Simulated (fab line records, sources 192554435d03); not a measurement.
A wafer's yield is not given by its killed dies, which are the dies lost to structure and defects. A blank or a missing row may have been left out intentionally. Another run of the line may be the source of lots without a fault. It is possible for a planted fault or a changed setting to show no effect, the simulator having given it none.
Matching of chambers | flow n5Finfet | 4 sister chambers for N5_BEOL_M10_ETCH_61 on rieDiel-05
The step etches SiARC in CF4, target depth 39 nm, time 65 s. 14 wafers are shown with their chamber, then 7 later ones without.

== EACH WAFER AND ITS CHAMBER ==
wafer  | chamber | showerheadPlenumPTorr (Torr) | throttleValvePct (%) | oesProductAu (a.u.)
L074.1 | 1       | 2.05                         | 15.79                | 0.61
L074.2 | 2       | 2.21                         | 15.62                | 0.60
L074.3 | 3       | 2.27                         | 15.42                | 0.73
L077.3 | 2       | 2.21                         | 15.63                | 0.60
L077.4 | 1       | 2.05                         | 15.81                | 0.61
L077.6 | 1       | 2.05                         | 15.81                | 0.61
L082.1 | 0       | 2.16                         | 15.30                | 0.67
L082.4 | 3       | 2.26                         | 15.45                | 0.72
L082.5 | 0       | 2.16                         | 15.32                | 0.67
L083.1 | 0       | 2.16                         | 15.31                | 0.66
L083.2 | 2       | 2.20                         | 15.64                | 0.59
L083.5 | 3       | 2.26                         | 15.47                | 0.71
L087.1 | 1       | 2.04                         | 15.86                | 0.60
L087.2 | 0       | 2.15                         | 15.34                | 0.65

SIGNATURES, as means of the wafers listed above
reading               | chamber 0 | chamber 1 | chamber 2 | chamber 3 | scatter within a chamber
showerheadPlenumPTorr | 2.1575    | 2.0475    | 2.2067    | 2.2633    | 0.00532
throttleValvePct      | 15.3175   | 15.8175   | 15.6300   | 15.4467   | 0.0224
oesProductAu          | 0.6625    | 0.6075    | 0.5967    | 0.7200    | 0.00785
Rule: a wafer lies at a distance from a chamber equal to the root of the sum of squares, over the readings, of (its reading less the chamber's mean, divided by the reading's scatter). The wafer belongs to the nearest chamber; if the next one is less than 2 further off, it can't be placed. The scatter is the square root of a quotient: the sum, over the shown wafers, of each reading's squared deviation from its chamber's mean, divided by wafers minus chambers.

== WAFERS MISSING THEIR CHAMBER ==
wafer  | showerheadPlenumPTorr (Torr) | throttleValvePct (%) | oesProductAu (a.u.)
L087.6 | 2.15                         | 15.34                | 0.65
L092.2 | 2.15                         | 15.36                | 0.64
L092.5 | 2.15                         | 15.36                | 0.64
L092.6 | 2.04                         | 15.88                | 0.58
L097.4 | 2.04                         | 15.91                | 0.58
L097.5 | 2.14                         | 15.39                | 0.64
L097.6 | 2.25                         | 15.53                | 0.66

== CHAMBER TAKEN BY EACH ==
wafer  | from the rows above | in truth
L087.6 | 0                   | 0
L092.2 | 0                   | 0
L092.5 | 0                   | 0
L092.6 | 1                   | 1
L097.4 | 1                   | 1
L097.5 | 0                   | 0
L097.6 | 3                   | 3
Placed correctly: 7 of 7. From these rows, 0 cannot be placed. Wrongly placed: 0.
